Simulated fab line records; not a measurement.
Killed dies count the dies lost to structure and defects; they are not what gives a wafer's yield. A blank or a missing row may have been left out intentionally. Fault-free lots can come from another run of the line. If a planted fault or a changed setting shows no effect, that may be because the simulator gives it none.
A struck lot beside a sound one + flow n5_finfet + 35 out of 1938 route steps
Sound: the wafers L652.1, L652.4, L652.6. The struck wafers were L644.2, L644.3, L644.6. The cause comes at the end.
Order at every step that has rows: each side's tool, ch and its chambers, its first start. Under that, the readings that differ: sound wafers + struck wafers + difference of the means + sigmas: that difference in standard deviations of wafers without a fault.
alike: a reading whose means differ by less than 2 such deviations, as well as words and numbers matching on both sides. not compared: withheld readings; readings where some wafer has no value; bounds like >300 that might hide an equal value; numbers whose values overlap and for which the record gives no deviation.
A row with sigmas, a row that says differs or no value, or rows on one side alone: a step with any of these is where the two part. Numbers that have no deviation but don't overlap get no sigmas and don't part them. A reading that every wafer of one side lacks parts them only if that side has two wafers or more.

first, 9 steps without rows for these wafers: N5_BEOL_M12_SOFTBAKE_23 (time 60 s); N5_BEOL_M12_EXPOSE_25 (exposes mask M12); N5_BEOL_M12_PEB_26 (peb time 90 s); N5_BEOL_M12_DEVELOP_27 (develop time 45 s); N5_BEOL_M12_HARDBAKE_32 (time 120 s); N5_BEOL_M12_DESCUM_33 (chemistry O2, time 7.9 s); N5_BEOL_M12_ETCH_67 (etches SiARC in CF4, target depth 143 nm, time 238.3 s); N5_BEOL_M12_ETCH_68 (etches SOC in N2/H2, time 285 s); N5_BEOL_M12_STRIP_69 (strips in N2/H2).
N5_BEOL_M12_TRENCH_ETCH_34: etches SiOC in C4F8/O2/Ar, target depth 318.95 nm, time 125.5 s.
  sound on rie_diel-04 ch 0,1,2, day 17 10:56; struck on rie_diel-01 ch 0,2,3, day 14 11:31
  alike: drypump_motor_current_A, oes_product_au, rf_vpp_V, showerhead_plenum_p_Torr, throttle_valve_pct
  not compared: rf_hours_counter_h
then, 24 steps without rows for these wafers: N5_BEOL_M12_STRIP_70 (strips in C4F8/O2/Ar); N5_BEOL_M12_STRIP_37 (strips in N2/H2); N5_BEOL_M12_ETCH_38 (etches SiCN in CF4/N2, target depth 68.7 nm, time 73.4 s); N5_BEOL_M12_PRECLEAN_39 (cleans in residue remover, time 60 s); N5_BEOL_M12_SRD_40 (time 30 s, dry time 30 s); N5_BEOL_M12_DEGAS_41 (time 60 s); N5_BEOL_M12_PRE_CLEAN_42 (time 30 s); N5_BEOL_M12_SPUTTER_43 (material TaN, target thk 15 nm, time 24.19 s); N5_BEOL_M12_SPUTTER_44 (material Ta, target thk 10 nm, time 16.13 s); N5_BEOL_M12_SPUTTER_45 (material Cu, target thk 80 nm, time 13.33 s); N5_BEOL_M12_ECD_47 (material Cu, target thk 720 nm); N5_BEOL_M12_ANNEAL_48 (time 90 s); N5_BEOL_M12_CMP_49 (polishes, stops on SiOC, t overpolish 20.6 s, target thk 320 nm); N5_BEOL_M12_PRE_CLEAN_52 (time 15 s); N5_BEOL_M12_DEP_53 (deposits SiCN from 3MS/NH3, target thk 30 nm, time 10.5 s); N5_BEOL_M13_ILD_DEP_00 (deposits SiOC from DEMS/O2, target thk 837.92 nm, time 166.4 s); N5_BEOL_M13_COAT_58 (time 60 s, resist thk 89 nm); N5_BEOL_M13_COAT_04 (resist thk 400 nm); N5_BEOL_M13_EBR_06; N5_BEOL_M13_SOFTBAKE_05 (time 60 s); N5_BEOL_M13_EXPOSE_07 (exposes mask V12); N5_BEOL_M13_PEB_08 (peb time 90 s); N5_BEOL_M13_DEVELOP_09 (develop time 45 s); N5_BEOL_M13_HARDBAKE_14 (time 120 s).
-- record jumps: 3 days separate the struck wafers' starts on either side; left off in module BEOL_M13, taken up again in module PASSIVATION, whose first shown step is the route's number 1936 --
N5_PASSIVATION_PROBE_49:
  sound on prober-01, day 19 03:22; struck on prober-01, day 17 04:22
| reading                  | sound          | struck         | difference | sigmas |
|--------------------------|----------------|----------------|------------|--------|
| defect_limited_yield (%) | 93.0 94.2 92.1 | 81.4 88.9 81.6 | -9.1       | -6     |
| killed_at_M4_up          | 16 14 11       | 155 72 155     | +114       | +18    |
| killed_dies              | 83 68 93       | 220 131 217    | +108       | +6     |
| sort_bin_5_function (%)  | 4.2 3.4 5.1    | 11.1 6.5 12.1  | +5.7       | +6     |
| sort_n_pass              | 1097 1112 1087 | 960 1049 963   | -108       | -6     |
| sort_yield_pct (%)       | 93.0 94.2 92.1 | 81.4 88.9 81.6 | -9.1       | -6     |
  alike: killed_at_M0_to_M3, killed_at_contacts, killed_at_front_end, killed_at_other, killed_on_rim, killed_open, killed_short, sort_bin_6_memory

## WHERE THEY PART
N5_PASSIVATION_PROBE_49 only, going by this record.

WHY: the cause the simulator had injected
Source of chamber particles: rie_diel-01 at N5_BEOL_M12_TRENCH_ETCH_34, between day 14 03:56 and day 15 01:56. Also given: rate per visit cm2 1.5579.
